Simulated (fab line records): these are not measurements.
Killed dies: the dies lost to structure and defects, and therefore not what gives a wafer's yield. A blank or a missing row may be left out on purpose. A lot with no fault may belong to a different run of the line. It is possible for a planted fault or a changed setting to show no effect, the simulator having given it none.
Matching of chambers :: flow n5_finfet :: N5_ZERO_LAYER_ETCH_17 on rie_diel-01: 4 sister chambers
The step etches SiO2 in CF4, target depth 12 nm, time 13.3 s. 4 wafers are shown with their chamber, then 8 later ones without.

## WAFERS PAIRED WITH THEIR CHAMBERS
wafer: L091.1
chamber: 0
showerhead_plenum_p_Torr (Torr): 2.18

wafer: L093.2
chamber: 3
showerhead_plenum_p_Torr (Torr): 2.11

wafer: L093.5
chamber: 2
showerhead_plenum_p_Torr (Torr): 2.15

wafer: L094.1
chamber: 1
showerhead_plenum_p_Torr (Torr): 2.05

## WAFERS WHOSE CHAMBER IS MISSING
wafer: L094.4
showerhead_plenum_p_Torr (Torr): 2.11

wafer: L094.6
showerhead_plenum_p_Torr (Torr): 2.15

wafer: L096.2
showerhead_plenum_p_Torr (Torr): 2.04

wafer: L096.4
showerhead_plenum_p_Torr (Torr): 2.15

wafer: L096.6
showerhead_plenum_p_Torr (Torr): 2.15

wafer: L097.1
showerhead_plenum_p_Torr (Torr): 2.04

wafer: L097.5
showerhead_plenum_p_Torr (Torr): 2.17

wafer: L097.6
showerhead_plenum_p_Torr (Torr): 2.11

## THE CHAMBER EACH PASSED THROUGH
wafer: L094.4
from the rows above: 3
in truth: 3

wafer: L094.6
from the rows above: 2
in truth: 2

wafer: L096.2
from the rows above: 1
in truth: 1

wafer: L096.4
from the rows above: 2
in truth: 2

wafer: L096.6
from the rows above: 2
in truth: 2

wafer: L097.1
from the rows above: 1
in truth: 1

wafer: L097.5
from the rows above: can't be placed: 0 or 2
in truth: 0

wafer: L097.6
from the rows above: 3
in truth: 3
Correct placement for 7 of the 8. These rows do not allow placing 1 (true chamber among the candidates in 1). Wrongly placed: 0.
How it was worked out, from the rows above alone: a wafer's distance from a chamber is the root of the sum, over the readings, of the square of ((its reading less the chamber's mean) divided by the reading's scatter). If the next closest chamber is less than 2 further off than the closest, the wafer can't be placed; otherwise it belongs to the closest. For every chamber, the mean is computed from those of its wafers that are shown. The scatter: root of mean squared gap, hidden wafer to nearest shown wafer, with one shown wafer a chamber.
